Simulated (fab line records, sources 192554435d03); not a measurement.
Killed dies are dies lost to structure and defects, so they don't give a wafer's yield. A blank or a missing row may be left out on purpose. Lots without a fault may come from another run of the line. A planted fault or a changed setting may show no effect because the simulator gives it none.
A struck lot beside a sound one | flow n5_finfet | 39 steps out of a route of 1938
Sound: wafers L525.2, L525.3, L525.6. Struck: wafers L514.2, L514.3, L514.6. The cause comes at the end.
At each step with rows: each side's tool, then ch and its chambers, then its first start. Under that, the readings that differ: sound wafers | struck wafers | difference of the means | sigmas: that difference in standard deviations of wafers without a fault.
alike: readings whose means differ by less than 2 such deviations, and words and numbers that are the same on both sides. not compared: withheld readings, readings that some wafer has no value for, bounds like >300 that may hide the same value, and numbers for which the record gives no deviation and whose values overlap.
The two part at a step that has a row with sigmas, a row that says differs or no value, or rows on one side only. Numbers that don't overlap but have no deviation are shown without sigmas and don't part them. A reading that every wafer of one side lacks parts them only if that side has two wafers or more.

first, 9 steps without rows for these wafers: N5_BEOL_M4_ANNEAL_95 (time 240 s); N5_BEOL_M4_SPUTTER_96 (material Cu, target thk 4.5 nm, time 8.29 s); N5_BEOL_M4_ECD_50 (material Cu, target thk 300 nm); N5_BEOL_M4_ANNEAL_51 (time 90 s); N5_BEOL_M4_CMP_52 (polishes, stops on SiOC, t overpolish 6.8 s, target thk 40 nm); N5_BEOL_M4_PRE_CLEAN_60 (time 15 s); N5_BEOL_M4_CO_CAP_55 (material Co, precursor CCTBA/H2, target thk 2 nm, time 102.1 s); N5_BEOL_M4_PRE_CLEAN_56 (time 15 s); N5_BEOL_M4_DEP_57 (deposits SiCN from 3MS/NH3, target thk 8 nm, time 14 s).
N5_BEOL_M4_RC_MEAS_101:
  sound on prober-02 ch 0, day 13 10:44; struck on prober-01 ch 0, day 9 20:21
  alike: DIBL_N, DIBL_P, IOFF_N, IOFF_P, ION_N, ION_P, SS_N, SS_P, VT_N, VT_P
then, 24 steps without rows for these wafers: N5_BEOL_M5_ILD_DEP_00 (deposits SiCOH lowk from DEMS/porogen, target thk 140.64 nm, time 25.9 s); N5_BEOL_M5_CURE_79 (cures SiCOH lowk, time 240 s); N5_BEOL_M5_PECVD_70 (deposits SiO2 from TEOS/O2, target thk 16 nm, time 18 s); N5_BEOL_M5_HM_DEP_02 (deposits TiN, target thk 20 nm); N5_BEOL_M5_COAT_59 (time 60 s, resist thk 60 nm); N5_BEOL_M5_COAT_60 (time 60 s, resist thk 12 nm); N5_BEOL_M5_COAT_71 (time 60 s, resist thk 5 nm); N5_BEOL_M5_COAT_05 (resist thk 30 nm); N5_BEOL_M5_EBR_07; N5_BEOL_M5_SOFTBAKE_06 (time 60 s); N5_BEOL_M5_EXPOSE_08 (exposes mask M5, target cd 28 nm); N5_BEOL_M5_PEB_09 (peb time 60 s); N5_BEOL_M5_DEVELOP_10 (develop time 30 s); N5_BEOL_M5_DESCUM_16 (chemistry O2, time 7 s); N5_BEOL_M5_ETCH_72 (etches underlayer in N2/H2, target depth 6.5 nm, time 5.2 s); N5_BEOL_M5_ETCH_61 (etches SiARC in CF4, target depth 15.6 nm, time 26 s); N5_BEOL_M5_ETCH_62 (etches SOC in N2/H2, target depth 75 nm, overetch 15 nm, time 112.5 s); N5_BEOL_M5_STRIP_63 (strips in N2/H2); N5_BEOL_M5_STRIP_73 (strips in N2/H2); N5_BEOL_M5_STRIP_64 (strips in CF4); N5_BEOL_M5_HM_OPEN_17 (chemistry Cl2/BCl3, target TiN, target depth 20 nm, overetch 6 nm); N5_BEOL_M5_STRIP_19 (strips in O2); N5_BEOL_M5_COAT_65 (time 60 s, resist thk 60 nm); N5_BEOL_M5_COAT_66 (time 60 s, resist thk 12 nm).
N5_BEOL_M5_CMP_52: polishes, stops on SiCOH lowk, t overpolish 6.9 s, target thk 62 nm.
  sound on cmp-02 ch 2,3, day 13 22:29; struck on cmp-03 ch 0,1,3, day 10 18:14
  no value came back on the struck wafers for any of 5 readings (barrier_field_endpoint_s (s), clearing_platen_down_force_psi (psi) and others); on the sound wafers barrier_field_endpoint_s (s) reads 23.9 24.4 24.0
  reading                                    | sound          | struck            | difference | sigmas
  model.Cu_of_BEOL_M5_ECD_50.thk_nm (nm)     | 60.2 60.4 59.6 | 293.8 298.8 298.4 | +236.9     |
  model.SiO2_of_BEOL_M5_PECVD_70.thk_nm (nm) | 0 0 0          | 15.6 16 15.8      | +15.8      |
N5_BEOL_M5_THK_MEAS_53: measures by xrf.
  sound on film_metro-02, day 13 22:46; struck on film_metro-02, day 10 18:27
  reading     | sound          | struck            | difference | sigmas
  M5_THK (nm) | 60.7 60.5 59.9 | 290.6 295.9 294.2 | +233.2     | +99 or more
N5_BEOL_M5_RS_MEAS_57: measures by four-point-probe.
  sound on film_metro-01, day 13 23:02; struck on film_metro-02, day 10 18:43
  reading        | sound             | struck            | difference | sigmas
  M5_RS (ohm/sq) | 0.400 0.398 0.404 | 0.055 0.054 0.054 | -0.346     | -27
N5_BEOL_M5_INSPECT_58: inspects for defects (darkfield).
  sound on defect_inspect-01, day 13 23:04; struck on defect_inspect-02, day 10 18:44
  reading          | sound    | struck         | difference | sigmas
  raw_defect_count | 77 77 58 | 2085 1992 1989 | +1951      | +78
-- the record jumps here: 5 days lie between the struck wafers' starts before and after (it left off in module BEOL_M5 and takes up again in module PASSIVATION, whose first step shown is number 1936 of the route) --
N5_PASSIVATION_PROBE_49:
  sound on prober-01, day 18 02:17; struck on prober-02, day 15 10:26
  reading                  | sound          | struck         | difference | sigmas
  defect_limited_yield (%) | 90.5 91.4 91.7 | 0 0 0          | -91        | -57
  killed_at_M4_up          | 13 11 11       | 1077 1090 1076 | +1069      | +99 or more
  killed_dies              | 112 101 98     | 1180 1180 1180 | +1076      | +57
  killed_on_rim            | 10 11 14       | 152 152 152    | +140       | +36
  sort_n_pass              | 1068 1079 1082 | 0 0 0          | -1076      | -49
  sort_yield_pct (%)       | 90.5 91.4 91.7 | 0 0 0          | -91        | -48
  alike: killed_at_M0_to_M3, killed_at_contacts, killed_at_front_end, killed_at_other, killed_open, killed_short, sort_bin_5_function, sort_bin_6_memory

WHERE THEY PART
First at N5_BEOL_M5_CMP_52; last, within this record, at N5_PASSIVATION_PROBE_49.

WHY: what the simulator had put in
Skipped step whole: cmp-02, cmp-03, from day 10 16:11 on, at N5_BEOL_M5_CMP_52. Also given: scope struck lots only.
